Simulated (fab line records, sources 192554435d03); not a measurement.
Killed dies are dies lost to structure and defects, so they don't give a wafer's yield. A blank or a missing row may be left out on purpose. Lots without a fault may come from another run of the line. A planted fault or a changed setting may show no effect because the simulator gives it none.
fab line records | flow n5_finfet
record lots=7 wafers=21
route steps=1938 shown ZERO_LAYER@4 WELL_APT@21 FIN_SAQP@125 FIN_CUT@155 DUMMY_GATE@222 SD_EPI_N@278
start_h: hours from the record's first day to the start of the lot's first wafer shown | wait_h: hours since the lot's step before | " the same as in the row above | L1.1+2: a row that stands for several wafers | - no value, or no start given | * or withheld: withheld | < > ~ a bound
route shown NAME@n: a module of which the file shows steps, and the number in the route of the first | usual: mean/standard deviation of fault-free wafers | same: alike in all rows | chamber/n: place in a boat | sites: the reading at each site | _std_site: their standard deviation | _edge_site: outer sites' mean less inner sites' | radius_mm: how far each site lies from the wafer's centre | mask NAME#n: copy n | behind: the tool/chamber that last shaped the wafer | hold: why the lot was held/for how many hours/how that ended | device: the transistor (n, p or np) that didn't switch | end of line: the same wafers' tests at the end of the route | a step without rows: its recipe alone | killed: dies lost to structure and defects at the first sort, not the wafer's yield | map: a wafer's dies, x killed, . not, _ none there
set.NAME: the setting as run; set.NAME@STEP: as run at that earlier step | model.NAME: the simulator's own value behind a step, which no gauge read
lots whose settings were changed on purpose; a table a step, a row a wafer
## steps
# step N5_ZERO_LAYER_PECVD_02
# recipe material=SiO2 target_thk_a=100 temp_c=400 precursor=SiH4/N2O pressure_torr=0.75 rf_w=275 time_s=6
# columns lot.wafer tool chamber start_h wait_h set.time_s model.SiO2_of_ZERO_LAYER_PECVD_02.thk_nm
L074.1 pecvd-03 0 12.29 0.0 6 10.02
L074.3 " 2 " " 6 9.949
L074.4 " 2 " " 6 10.13
L076.1 pecvd-02 0 24.28 0.0 6 9.852
L076.2 " 2 " " 6 9.894
L076.5 " 1 " " 6 10.06
L077.1 pecvd-02 1 30.28 0.0 6 10.05
L077.4 " 2 " " 6 10.03
L077.5 " 0 " " 6 10.12
L079.2 pecvd-03 0 42.28 0.0 6 9.782
L079.3 " 2 " " 6 9.862
L079.6 " 1 " " 6 10.05
L084.1 pecvd-04 2 72.31 0.0 5.699 9.34
L084.3 " 0 " " 5.699 9.23
L084.4 " 0 " " 6 10.11
L090.1 pecvd-03 2 108.28 0.0 6 9.654
L090.2 " 0 " " 6.826 11.15
L090.6 " 2 " " 6.826 11.14
L091.1 pecvd-02 2 114.28 0.0 6.741 11.13
L091.3 " 0 " " 6 9.96
L091.6 " 0 " " 6.741 11.19
# step N5_ZERO_LAYER_COAT_05
# recipe spin_rpm=1500 resist_thk_nm=1000
# columns lot.wafer tool chamber start_h wait_h set.spin_rpm model.coat_of_ZERO_LAYER_COAT_05.thk_nm
L074.1+3 litho_track-03 0 - - 1500 1003
L074.4 " 0 " " 1500 998
L076.1 litho_track-05 0 - - 1500 1005
L076.2 " 0 " " 1500 1004
L076.5 " 0 " " 1500 1000
L077.1 litho_track-03 0 - - 1446 1016
L077.4+5 " 0 " " 1446 1015
L079.2 litho_track-02 0 - - 1500 999.4
L079.3 " 0 " " 1500 996.9
L079.6 " 0 " " 1500 997.7
L084.1 litho_track-02 0 - - 1500 997.8
L084.3 " 0 " " 1500 1002
L084.4 " 0 " " 1585 975
L090.1 litho_track-05 0 - - 1582 974.6
L090.2 " 0 " " 1582 972.2
L090.6 " 0 " " 1582 973.2
L091.1 litho_track-03 0 - - 1500 1000
L091.3 " 0 " " 1361 1049
L091.6 " 0 " " 1500 999.6
# step N5_ZERO_LAYER_DEVELOP_10
# recipe develop_time_s=60 rinse_liquid=diw dry=air_spin dev_temp_c=21
# columns lot.wafer tool chamber start_h wait_h set.develop_time_s
L074.1+3+4 litho_track-02 0 - - 60
L076.1+2+5 litho_track-05 0 - - 60
L077.1+4+5 litho_track-03 0 - - 60
L079.2+6 litho_track-03 0 - - 71.42
L079.3 " 0 " " 60
L084.1+3+4 litho_track-05 0 - - 67.6
L090.1+2 litho_track-05 0 - - 60
L090.6 " 0 " " 54.88
L091.1 litho_track-03 0 - - 60
L091.3+6 " 0 " " 46.92
# step N5_ZERO_LAYER_HARDBAKE_23
# recipe temp_c=130 time_s=120
# step N5_ZERO_LAYER_CD_MEAS_11
# recipe target_cd_nm=2000 landing_energy_ev=500 detector=se_inlens
# usual cd_nm=1999.5/1.4
# columns lot.wafer tool chamber start_h wait_h set.develop_time_s@ZERO_LAYER_DEVELOP_10 cd_nm
L074.1 cd_sem-02 0 12.77 - 60 1997.7
L074.3 " 0 " " 60 1999.9
L074.4 " 0 " " 60 2000.2
L076.1 cd_sem-03 0 24.77 - 60 1998.1
L076.2 " 0 " " 60 1999.1
L076.5 " 0 " " 60 1997.3
L077.1 cd_sem-01 0 30.65 - 60 2001.2
L077.4 " 0 " " 60 2000.1
L077.5 " 0 " " 60 1999.0
L079.2 cd_sem-01 0 42.77 - 71.42 2002.7
L079.3 " 0 " " 60 1998.5
L079.6 " 0 " " 71.42 2003.5
L084.1 cd_sem-02 0 72.79 - 67.6 2003.8
L084.3 " 0 " " 67.6 2003.3
L084.4 " 0 " " 67.6 2003.9
L090.1 cd_sem-01 0 108.79 - 60 2003.1
L090.2 " 0 " " 60 2001.4
L090.6 " 0 " " 54.88 2001.1
L091.1 cd_sem-01 0 114.64 - 60 1998.1
L091.3 " 0 " " 46.92 1993.9
L091.6 " 0 " " 46.92 1992.7
# step N5_ZERO_LAYER_DESCUM_16
# recipe chemistry=O2 time_s=7.9 source_power_w=50 bias_power_w=20 pressure_mtorr=20 rf_frequency_hz=2.712e+07 temp_c=40 o2_flow_sccm=225
# step N5_ZERO_LAYER_ETCH_17
# recipe chemistry=CF4 target=SiO2 target_depth_a=120 time_s=13.3 ion_energy_ev=350 pressure_mtorr=40 source_w=450 bias_w=215 Ar_flow_sccm=100 cf4_flow_sccm=100
# step N5_ZERO_LAYER_ETCH_18
# recipe chemistry=HBr/Cl2 target=Si target_depth_a=1200 time_s=40 pressure_mtorr=10 icp_w=800 bias_w=75 HBr_flow_sccm=150 Cl2_flow_sccm=80
# step N5_ZERO_LAYER_STRIP_24
# recipe chemistry=O2 power_w=1000 temp_c=250 overash_fraction=0.3 pressure_mtorr=1000 o2_flow_sccm=6750
# usual strip_time_to_endpoint_s=43.86/0.1
# columns lot.wafer tool chamber start_h wait_h set.spin_rpm@ZERO_LAYER_COAT_05 strip_time_to_endpoint_s
L074.1 plasma_asher-02 0 13.21 0.1 1500 43.93
L074.3 " 0 " " 1500 43.92
L074.4 " 1 " " 1500 43.77
L076.1 plasma_asher-01 1 25.06 0.1 1500 43.98
L076.2 " 0 " " 1500 43.96
L076.5 " 1 " " 1500 43.85
L077.1 plasma_asher-02 1 30.90 0.1 1446 44.30
L077.4 " 1 " " 1446 44.27
L077.5 " 1 " " 1446 44.29
L079.2 plasma_asher-02 0 43.07 0.1 1500 43.85
L079.3 " 0 " " 1500 43.77
L079.6 " 1 " " 1500 43.77
L084.1 plasma_asher-02 1 73.04 0.1 1500 43.78
L084.3 " 0 " " 1500 43.89
L084.4 " 1 " " 1585 43.10
L090.1 plasma_asher-01 1 109.56 0.1 1582 43.08
L090.2 " 0 " " 1582 43.02
L090.6 " 0 " " 1582 43.04
L091.1 plasma_asher-02 0 115.05 0.1 1500 43.86
L091.3 " 0 " " 1361 45.29
L091.6 " 0 " " 1500 43.84
# step N5_WELL_APT_COAT_02
# recipe spin_rpm=1357 resist_thk_nm=950
# columns lot.wafer tool chamber start_h wait_h set.spin_rpm model.coat_of_WELL_APT_COAT_02.thk_nm
L074.1 litho_track-05 0 - - 1427 930.2
L074.3 " 0 " " 1427 931.7
L074.4 " 0 " " 1357 951.1
L076.1 litho_track-04 0 - - 1357 945.6
L076.2 " 0 " " 1357 947.2
L076.5 " 0 " " 1357 945.9
L077.1 litho_track-05 0 - - 1357 942
L077.4 " 0 " " 1221 998.4
L077.5 " 0 " " 1357 945.9
L079.2 litho_track-04 0 - - 1357 949.7
L079.3 " 0 " " 1450 914.8
L079.6 " 0 " " 1450 916.2
L084.1 litho_track-04 0 - - 1495 907.8
L084.3 " 0 " " 1357 948.5
L084.4 " 0 " " 1495 906.7
L090.1 litho_track-01 0 - - 1427 932.2
L090.2 " 0 " " 1427 928.4
L090.6 " 0 " " 1357 954.1
L091.1 litho_track-05 0 - - 1357 946.3
L091.3 " 0 " " 1357 945.1
L091.6 " 0 " " 1436 919.2
# step N5_FIN_SAQP_SPACER1_ALD_24
# recipe material=SiO2 target_thk_a=203 temp_c=300 ald_precursor_family=BDEAS ald_co_reactant=O2-plasma pulse_time_s=1 purge_time_s=2 co_reactant_purge_time_s=2 ald_cycles=218 pressure_torr=2
# columns lot.wafer tool chamber start_h wait_h set.ald_cycles model.SiO2_of_FIN_SAQP_SPACER1_ALD_24.thk_nm
L074.1+4 ald_sin-02 3,2 23.40 0.3 247 23
L074.3 " 0 " " 218 20.4
L076.1+2 ald_sin-01 2,3 34.67 0.3 218 20.4
L076.5 " 2 " " 218 20.2
L077.1+4 ald_sin-02 1,3 40.80 0.5 218 20.2
L077.5 " 2 " " 198 18.2
L079.2+3 ald_sin-02 2,0 53.65 0.5 218 20.2
L079.6 " 1 " " 241 22.4
L084.1+3 ald_sin-02 1,2 83.76 1.0 218 20.4
L084.4 " 3 " " 230 21.4
L090.1+6 ald_sin-03 0,2 120.87 1.2 218 20.2
L090.2 " 3 " " 244 22.6
L091.1 ald_sin-03 1 125.74 0.4 241 22.4
L091.3 " 2 " " 241 22.6
L091.6 " 3 " " 218 20.2
# step N5_FIN_SAQP_SPACER1_ETCHBACK_25
# recipe chemistry=CHF3/O2 mode=anisotropic_etchback target=SiO2 target_depth_a=244 time_s=12.2 pressure_mtorr=30 source_w=650 bias_w=170 Ar_flow_sccm=200 CHF3_flow_sccm=50 O2_flow_sccm=5 ion_energy_ev=200
# step N5_FIN_SAQP_MANDREL1_REMOVE_56
# recipe chemistry=HBr/Cl2/O2 bt_time_s=10 target=a-Si stop_on=SiNx endpoint=OES-SiCl over_etch_frac=1 icp_w=600 bias_w=22 HBr_flow_sccm=150 Cl2_flow_sccm=80 O2_flow_sccm=5 pressure_mtorr=10
# columns lot.wafer tool chamber start_h wait_h set.ald_cycles@FIN_SAQP_SPACER1_ALD_24 model.FIN_SAQP.cd_nm
L074.1+4 rie_si-03 3,1 24.54 0.1 247 23
L074.3 " 0 " " 218 20.6
L076.1 rie_si-01 1 35.47 0.1 218 20.6
L076.2+5 " 0,2 " " 218 20.4
L077.1+4 rie_si-01 0,2 41.61 0.1 218 20.2
L077.5 " 1 " " 198 18.4
L079.2+3 rie_si-06 2,1 54.45 0.1 218 20.2
L079.6 " 0 " " 241 22.4
L084.1+3 rie_si-01 2,3 84.57 0.1 218 20.4
L084.4 " 1 " " 230 21.4
L090.1+6 rie_si-01 0 121.67 0.1 218 20.2
L090.2 " 3 " " 244 22.8
L091.1 rie_si-06 2 126.55 0.1 241 22.4
L091.3 " 3 " " 241 22.6
L091.6 " 1 " " 218 20.2
# step N5_FIN_SAQP_CD_MEAS_27
# recipe target_cd_nm=20 landing_energy_ev=1000 detector=se_inlens polarity=line
# usual cd_nm=20.34/0.21
# columns lot.wafer tool chamber start_h wait_h set.ald_cycles@FIN_SAQP_SPACER1_ALD_24 cd_nm
L074.1 cd_sem-02 0 24.65 0.1 247 22.99
L074.3 " 0 " " 218 20.55
L074.4 " 0 " " 247 22.92
L076.1 cd_sem-02 0 35.58 0.1 218 20.64
L076.2 " 0 " " 218 20.53
L076.5 " 0 " " 218 20.42
L077.1 cd_sem-01 0 41.72 0.1 218 20.10
L077.4 " 0 " " 218 20.22
L077.5 " 0 " " 198 18.39
L079.2 cd_sem-01 0 54.57 0.1 218 20.18
L079.3 " 0 " " 218 20.52
L079.6 " 0 " " 241 22.46
L084.1 cd_sem-02 0 84.68 0.1 218 20.21
L084.3 " 0 " " 218 20.25
L084.4 " 0 " " 230 21.73
L090.1 cd_sem-03 0 121.78 0.1 218 20.04
L090.2 " 0 " " 244 22.68
L090.6 " 0 " " 218 20.34
L091.1 cd_sem-02 0 126.65 0.1 241 22.46
L091.3 " 0 " " 241 22.74
L091.6 " 0 " " 218 20.34
# step N5_FIN_CUT_COAT_19
# recipe resist=SiARC temp_c=220 time_s=60 spin_rpm=1500 resist_thk_nm=20
# columns lot.wafer tool chamber start_h wait_h set.spin_rpm model.SiARC_of_FIN_CUT_COAT_19.thk_nm
L074.1+3+4 litho_track-01 0 - - 1500 20
L076.1+2+5 litho_track-04 0 - - 1500 20
L077.1+5 litho_track-01 0 - - 1500 20
L077.4 " 0 " " 1397 20.8
L079.2+3 litho_track-04 0 - - 1624 19.2
L079.6 " 0 " " 1500 20
L084.1 litho_track-01 0 - - 1500 20.2
L084.3+4 " 0 " " 1500 20
L090.1+2 litho_track-04 0 - - 1587 19.6
L090.6 " 0 " " 1500 20.2
L091.1+6 litho_track-02 0 - - 1662 19
L091.3 " 0 " " 1500 20
# step N5_FIN_CUT_COAT_29
# recipe resist=underlayer temp_c=205 time_s=60 spin_rpm=1500 resist_thk_nm=10
# step N5_FIN_CUT_COAT_02
# recipe resist=CAR-EUV spin_rpm=1500 resist_thk_nm=30
# step N5_FIN_CUT_DESCUM_13
# recipe chemistry=O2 time_s=7 source_power_w=50 bias_power_w=20 pressure_mtorr=20 rf_frequency_hz=2.712e+07 temp_c=40 resist=CAR-EUV o2_flow_sccm=225
# step N5_FIN_CUT_ETCH_30
# recipe chemistry=N2/H2 target=underlayer target_depth_a=130 mask_material=CAR-EUV time_s=10.4 ion_energy_ev=200 pressure_mtorr=30 source_w=840 bias_w=150 n2_flow_sccm=200 h2_flow_sccm=200 ends=cleared
# step N5_FIN_CUT_ETCH_20
# recipe chemistry=CF4 target=SiARC target_depth_a=260 mask_material=CAR-EUV time_s=43.3 ion_energy_ev=80 pressure_mtorr=40 source_w=545 bias_w=36 Ar_flow_sccm=100 cf4_flow_sccm=100 ends=cleared
# columns lot.wafer tool chamber start_h wait_h set.spin_rpm@FIN_CUT_COAT_19 model.etch.depth_nm
L074.1 rie_diel-04 2 27.68 0.0 1500 20
L074.3 " 1 " " 1500 19.98
L074.4 " 3 " " 1500 20.02
L076.1 rie_diel-02 0 38.39 0.0 1500 20.01
L076.2 " 1 " " 1500 20
L076.5 " 0 " " 1500 20.02
L077.1 rie_diel-02 3 44.82 0.0 1500 20
L077.4 " 2 " " 1397 20.72
L077.5 " 1 " " 1500 19.97
L079.2 rie_diel-02 1 57.82 0.0 1624 19.22
L079.3 " 0 " " 1624 19.27
L079.6 " 3 " " 1500 20.02
L084.1 rie_diel-04 1 88.59 0.0 1500 20.1
L084.3 " 0 " " 1500 20.06
L084.4 " 0 " " 1500 20.08
L090.1+2 rie_diel-04 1,0 124.65 0.0 1587 19.58
L090.6 " 0 " " 1500 20.1
L091.1 rie_diel-04 3 129.76 0.0 1662 19.08
L091.3 " 0 " " 1500 20.08
L091.6 " 2 " " 1662 19.09
# step N5_DUMMY_GATE_COAT_34
# recipe resist=SOC temp_c=250 time_s=60 spin_rpm=1500 resist_thk_nm=60
# columns lot.wafer tool chamber start_h wait_h set.spin_rpm model.SOC_of_DUMMY_GATE_COAT_34.thk_nm
L074.1+3+4 litho_track-02 0 48.10 0.0 1500 60.2
L076.1+2+5 litho_track-02 0 58.55 0.0 1500 59.8
L077.1 litho_track-03 0 65.70 0.0 1607 58
L077.4 " 0 " " 1500 59.8
L077.5 " 0 " " 1500 60
L079.2 litho_track-02 0 77.93 0.0 1500 60.2
L079.3+6 " 0 " " 1438 61.4
L084.1 litho_track-02 0 107.37 0.1 1500 60.2
L084.3 " 0 " " 1500 60.4
L084.4 " 0 " " 1500 60.6
L090.1 litho_track-02 0 146.47 0.0 1544 59.2
L090.2+6 " 0 " " 1500 60.2
L091.1 litho_track-05 0 148.31 0.0 1584 58.8
L091.3 " 0 " " 1500 60.4
L091.6 " 0 " " 1584 58.6
# step N5_DUMMY_GATE_COAT_35
# recipe resist=SiARC temp_c=220 time_s=60 spin_rpm=1500 resist_thk_nm=10
# columns lot.wafer tool chamber start_h wait_h set.spin_rpm model.SiARC_of_DUMMY_GATE_COAT_35.thk_nm
L074.1+3+4 litho_track-02 0 - - 1500 10
L076.1+2+5 litho_track-02 0 - - 1500 10
L077.1+4 litho_track-03 0 - - 1500 10
L077.5 " 0 " " 1369 10.4
L079.2 litho_track-02 0 - - 1351 10.6
L079.3+6 " 0 " " 1500 10
L084.1+4 litho_track-02 0 - - 1500 10
L084.3 " 0 " " 1412 10.4
L090.1+2 litho_track-02 0 - - 1385 10.4
L090.6 " 0 " " 1500 10
L091.1+3+6 litho_track-05 0 - - 1500 10
# step N5_DUMMY_GATE_COAT_28
# recipe resist=underlayer temp_c=205 time_s=60 spin_rpm=1500 resist_thk_nm=10
# step N5_DUMMY_GATE_COAT_09
# recipe resist=CAR-EUV spin_rpm=1500 resist_thk_nm=30
# step N5_DUMMY_GATE_ETCH_29
# recipe chemistry=N2/H2 target=underlayer target_depth_a=130 ion_energy_ev=200 pressure_mtorr=30 source_w=840 bias_w=150 n2_flow_sccm=200 h2_flow_sccm=200
# step N5_DUMMY_GATE_ETCH_36
# recipe chemistry=CF4 target=SiARC target_depth_a=130 pressure_mtorr=40 source_w=545 bias_w=36 Ar_flow_sccm=100 cf4_flow_sccm=100 ion_energy_ev=80
# step N5_DUMMY_GATE_ETCH_37
# recipe chemistry=N2/H2 target=SOC target_depth_a=600 overetch_a=300 temp_c=40 ion_energy_ev=200 pressure_mtorr=30 source_w=840 bias_w=150 n2_flow_sccm=200 h2_flow_sccm=200
# columns lot.wafer tool chamber start_h wait_h set.spin_rpm@DUMMY_GATE_COAT_34 set.spin_rpm@DUMMY_GATE_COAT_35 model.etch.depth_nm model.SiARC_of_DUMMY_GATE_COAT_35.thk_nm
L074.1 rie_diel-04 3 48.87 0.0 1500 1500 60.15 5
L074.3 " 2 " " 1500 1500 60.13 5.2
L074.4 " 0 " " 1500 1500 60.24 5.2
L076.1 rie_diel-02 3 59.22 0.0 1500 1500 59.83 5
L076.2 " 2 " " 1500 1500 59.87 5
L076.5 " 3 " " 1500 1500 59.76 5
L077.1 rie_diel-04 3 66.37 0.0 1607 1500 58.01 5
L077.4 " 1 " " 1500 1500 59.78 5
L077.5 " 2 " " 1500 1369 60.09 5.6
L079.2 rie_diel-02 3 78.59 0.0 1500 1351 60.24 5.6
L079.3 " 1 " " 1438 1500 61.48 5
L079.6 " 2 " " 1438 1500 61.38 5
L084.1 rie_diel-02 0 108.10 0.0 1500 1500 60.27 5
L084.3 " 2 " " 1500 1412 60.34 5.2
L084.4 " 3 " " 1500 1500 60.52 5
L090.1 rie_diel-02 3 147.01 0.0 1544 1385 59.25 5.4
L090.2 " 2 " " 1500 1385 60.1 5.4
L090.6 " 1 " " 1500 1500 60.13 5
L091.1 rie_diel-01 0 148.86 0.0 1584 1500 58.76 5
L091.3 " 2 " " 1500 1500 60.35 5
L091.6 " 0 " " 1584 1500 58.64 5
# step N5_DUMMY_GATE_STRIP_38
# recipe chemistry=N2/H2 temp_c=40 n2_flow_sccm=200 h2_flow_sccm=200 rf_frequency_hz=6e+07
# step N5_DUMMY_GATE_STRIP_39
# recipe chemistry=N2/H2 temp_c=40 n2_flow_sccm=200 h2_flow_sccm=200 rf_frequency_hz=6e+07
# step N5_DUMMY_GATE_STRIP_40
# recipe chemistry=CF4 resist=SiARC power_w=300 bias_power_w=75 pressure_mtorr=50 cf4_flow_sccm=150 rf_frequency_hz=6e+07
# step N5_DUMMY_GATE_ETCH_31
# recipe chemistry=C4F6/O2 target=SiO2 mask_material=SOC target_depth_a=825 time_s=27.5 ion_energy_ev=250 pressure_mtorr=30 source_w=345 bias_w=185 Ar_flow_sccm=300 C4F6_flow_sccm=10 O2_flow_sccm=10
# columns lot.wafer tool chamber start_h wait_h set.spin_rpm@DUMMY_GATE_COAT_34 model.SOC_of_DUMMY_GATE_COAT_34.thk_nm
L074.1+4 rie_diel-02 0,3 49.15 0.0 1500 52
L074.3 " 2 " " 1500 51.8
L076.1+2 rie_diel-01 2,0 59.50 0.1 1500 51.6
L076.5 " 0 " " 1500 51.4
L077.1 rie_diel-01 0 66.81 0.1 1607 49.6
L077.4 " 3 " " 1500 51.4
L077.5 " 1 " " 1500 52
L079.2 rie_diel-01 0 78.98 0.1 1500 52
L079.3 " 1 " " 1438 53.4
L079.6 " 0 " " 1438 53.2
L084.1+3 rie_diel-01 2,0 108.38 0.0 1500 52
L084.4 " 1 " " 1500 52.4
L090.1 rie_diel-02 3 147.28 0.0 1544 51
L090.2+6 " 0 " " 1500 52
L091.1 rie_diel-02 2 149.14 0.0 1584 50.4
L091.3 " 0 " " 1500 52.2
L091.6 " 0 " " 1584 50.6
# step N5_SD_EPI_N_ETCH_45
# recipe chemistry=CH3F/O2 target=SiOCN target_depth_a=60 mask_material=SOC ion_energy_ev=60 bias_w=29 pressure_mtorr=15 source_w=410 Ar_flow_sccm=150 CH3F_flow_sccm=30 O2_flow_sccm=20
# columns lot.wafer tool chamber start_h wait_h set.target_depth_a model.etch.depth_nm
L074.1 rie_diel-03 0 51.49 0.1 60 5.986
L074.3 " 2 " " 52.88 5.267
L074.4 " 2 " " 60 6.009
L076.1 rie_diel-06 2 62.04 0.1 60 6.02
L076.2 " 3 " " 60 6.067
L076.5 " 1 " " 60 6.094
L077.1 rie_diel-05 3 69.44 0.1 60 5.922
L077.4 " 1 " " 60 5.776
L077.5 " 0 " " 57.8 5.63
L079.2 rie_diel-03 1 81.37 0.1 60 6.046
L079.3 " 2 " " 60 5.902
L079.6 " 2 " " 66.15 6.55
L084.1 rie_diel-03 2 111.34 0.1 60 6.067
L084.3 " 3 " " 60 6.072
L084.4 " 1 " " 60 6.125
L090.1 rie_diel-06 0 149.78 0.1 65.83 6.528
L090.2 " 1 " " 65.83 6.59
L090.6 " 2 " " 65.83 6.614
L091.1 rie_diel-03 0 151.81 0.1 60 5.835
L091.3 " 3 " " 60 5.911
L091.6 " 1 " " 67.27 6.682
## key
split step=N5_ZERO_LAYER_PECVD_02 setting=time_s stated=6 by=wafer
response step=N5_ZERO_LAYER_PECVD_02 reading=model.SiO2_of_ZERO_LAYER_PECVD_02.thk_nm change=+0.108 per=1% r=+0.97
split step=N5_ZERO_LAYER_COAT_05 setting=spin_rpm stated=1500 by=wafer
response step=N5_ZERO_LAYER_COAT_05 reading=model.coat_of_ZERO_LAYER_COAT_05.thk_nm change=-5.01 per=1% r=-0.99
response step=N5_ZERO_LAYER_STRIP_24 reading=strip_time_to_endpoint_s change=* per=1% r=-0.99
split step=N5_ZERO_LAYER_DEVELOP_10 setting=develop_time_s stated=60 by=wafer
response step=N5_ZERO_LAYER_CD_MEAS_11 reading=cd_nm change=+0.22 per=1% r=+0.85
split step=N5_WELL_APT_COAT_02 setting=spin_rpm stated=1357 by=wafer
response step=N5_WELL_APT_COAT_02 reading=model.coat_of_WELL_APT_COAT_02.thk_nm change=-4.68 per=1% r=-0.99
split step=N5_FIN_SAQP_SPACER1_ALD_24 setting=ald_cycles stated=218 by=wafer
response step=N5_FIN_SAQP_SPACER1_ALD_24 reading=model.SiO2_of_FIN_SAQP_SPACER1_ALD_24.thk_nm change=+0.205 per=1% r=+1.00
response step=N5_FIN_SAQP_MANDREL1_REMOVE_56 reading=model.FIN_SAQP.cd_nm change=+0.202 per=1% r=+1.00
response step=N5_FIN_SAQP_CD_MEAS_27 reading=cd_nm change=+0.201 per=1% r=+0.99
split step=N5_FIN_CUT_COAT_19 setting=spin_rpm stated=1500 by=wafer
response step=N5_FIN_CUT_COAT_19 reading=model.SiARC_of_FIN_CUT_COAT_19.thk_nm change=-0.0993 per=1% r=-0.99
response step=N5_FIN_CUT_ETCH_20 reading=model.etch.depth_nm change=-0.095 per=1% r=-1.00
split step=N5_DUMMY_GATE_COAT_34 setting=spin_rpm stated=1500 by=wafer
response step=N5_DUMMY_GATE_COAT_34 reading=model.SOC_of_DUMMY_GATE_COAT_34.thk_nm change=-0.287 per=1% r=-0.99
response step=N5_DUMMY_GATE_ETCH_37 reading=model.etch.depth_nm change=-0.282 per=1% r=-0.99
response step=N5_DUMMY_GATE_ETCH_31 reading=model.SOC_of_DUMMY_GATE_COAT_34.thk_nm change=-0.304 per=1% r=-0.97
split step=N5_DUMMY_GATE_COAT_35 setting=spin_rpm stated=1500 by=wafer
response step=N5_DUMMY_GATE_COAT_35 reading=model.SiARC_of_DUMMY_GATE_COAT_35.thk_nm change=-0.0554 per=1% r=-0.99
response step=N5_DUMMY_GATE_ETCH_37 reading=model.SiARC_of_DUMMY_GATE_COAT_35.thk_nm change=-0.0576 per=1% r=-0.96
split step=N5_SD_EPI_N_ETCH_45 setting=target_depth_a stated=60 by=wafer
response step=N5_SD_EPI_N_ETCH_45 reading=model.etch.depth_nm change=+0.062 per=1% r=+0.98
